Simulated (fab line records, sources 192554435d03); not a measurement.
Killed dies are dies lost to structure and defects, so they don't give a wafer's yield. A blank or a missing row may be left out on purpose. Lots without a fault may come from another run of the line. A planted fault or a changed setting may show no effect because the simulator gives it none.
Split-lot experiment | flow n5_finfet | 7 lots, 21 wafers read, on a route of 1938 steps

THE SPLIT
At N5_BEOL_M5_COAT_74 (time 60 s, resist thk 5 nm), the setting spin_rpm was moved away from the recipe's 1500 rpm on 5 of the 21 wafers read, by -10.6% to +9.0%. The other wafers ran this setting at the recipe's value.

FROM THE SPLIT TO THE READING: what the file shows between them, 5 steps
- N5_BEOL_M5_EXPOSE_25: exposes mask V4, defocus 10 nm (also split here: dose_mj)
- N5_BEOL_M5_PEB_26: peb time 60 s
- N5_BEOL_M5_DEVELOP_27: develop time 30 s
- N5_BEOL_M5_CD_MEAS_28: target cd 30.6 nm, target cd y 20 nm
- N5_BEOL_M5_DESCUM_33: chemistry O2, time 7 s

THE READING
etch.depth_nm (the simulator's own value, which no gauge read), in nm, at N5_BEOL_M5_ETCH_75 (etches underlayer in N2/H2, target depth 6.5 nm, time 5.2 s). The file gives no usual value for it. The 16 wafers here that ran the recipe average 4.995 nm, standard deviation 0.014 nm.

wafer  | tool, chamber at the split | spin_rpm as run, rpm | against the recipe | etch.depth_nm, nm | against lot-mates on the recipe
L074.1 | litho_track-02, 0          | 1341                 | -10.6%             | 5.278             | +0.275
L074.4 | litho_track-02, 0          | 1341                 | -10.6%             | 5.273             | +0.270
L074.5 | litho_track-02, 0          | 1500                 | recipe             | 5.003             | -
L077.1 | litho_track-05, 0          | 1500                 | recipe             | 4.993             | -
L077.3 | litho_track-05, 0          | 1500                 | recipe             | 4.989             | -
L077.4 | litho_track-05, 0          | 1500                 | recipe             | 5.001             | -
L079.1 | litho_track-02, 0          | 1500                 | recipe             | 4.985             | -
L079.2 | litho_track-02, 0          | 1500                 | recipe             | 4.998             | -
L079.3 | litho_track-02, 0          | 1500                 | recipe             | 4.998             | -
L084.1 | litho_track-02, 0          | 1500                 | recipe             | 4.967             | -
L084.3 | litho_track-02, 0          | 1500                 | recipe             | 4.975             | -
L084.6 | litho_track-02, 0          | 1500                 | recipe             | 4.977             | -
L085.2 | litho_track-05, 0          | 1500                 | recipe             | 5.007             | -
L085.4 | litho_track-05, 0          | 1500                 | recipe             | 5.008             | -
L085.5 | litho_track-05, 0          | 1500                 | recipe             | 5.023             | -
L088.1 | litho_track-02, 0          | 1635                 | +9.0%              | 4.79              | -0.206
L088.4 | litho_track-02, 0          | 1635                 | +9.0%              | 4.79              | -0.206
L088.5 | litho_track-02, 0          | 1500                 | recipe             | 4.996             | -
L096.1 | litho_track-05, 0          | 1500                 | recipe             | 5.002             | -
L096.3 | litho_track-05, 0          | 1500                 | recipe             | 5.006             | -
L096.6 | litho_track-05, 0          | 1452                 | -3.2%              | 5.076             | +0.072

THE FIT
A straight line over all 21 wafers: etch.depth_nm changes by -0.0249 nm for each +1% of spin_rpm; r = -0.99; the points scatter about the line by 0.015 nm.
The same after taking each lot's own level away (the mean of its wafers on the recipe; 21 wafers): -0.0244 nm for each +1%; r = -1.00; scatter 0.0076 nm.
On that fit, the largest move of spin_rpm shifts the reading by 0.26 nm.
The lots' own levels span 4.9730 to 5.0127 nm, that is 2.9 times the standard deviation above.
So the lot-to-lot level changes the slope little: the two slopes agree.
Check: with one of the wafers moved furthest among these (-10.6%) left out of the fit, the line predicts +0.255 nm for it against its lot-mates. It came out at +0.275 nm against them.

OTHER SPLITS ON THESE WAFERS
These wafers also went through other splits before the reading. Each is held against what the fit with the lots' levels taken away leaves over:
other split on the same wafers | wafers away from the commonest value | r with etch.depth_nm (lot level and that fit taken away)
N5_BEOL_M3_COAT_76 spin_rpm    | 3                                    | +0.23
N5_BEOL_M4_COAT_73 spin_rpm    | 7                                    | +0.03
N5_BEOL_M5_EXPOSE_25 dose_mj   | 6                                    | -0.13

THE FILE'S OWN FIT
etch.depth_nm changes by -0.0244 nm for each +1% of spin_rpm, r = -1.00.
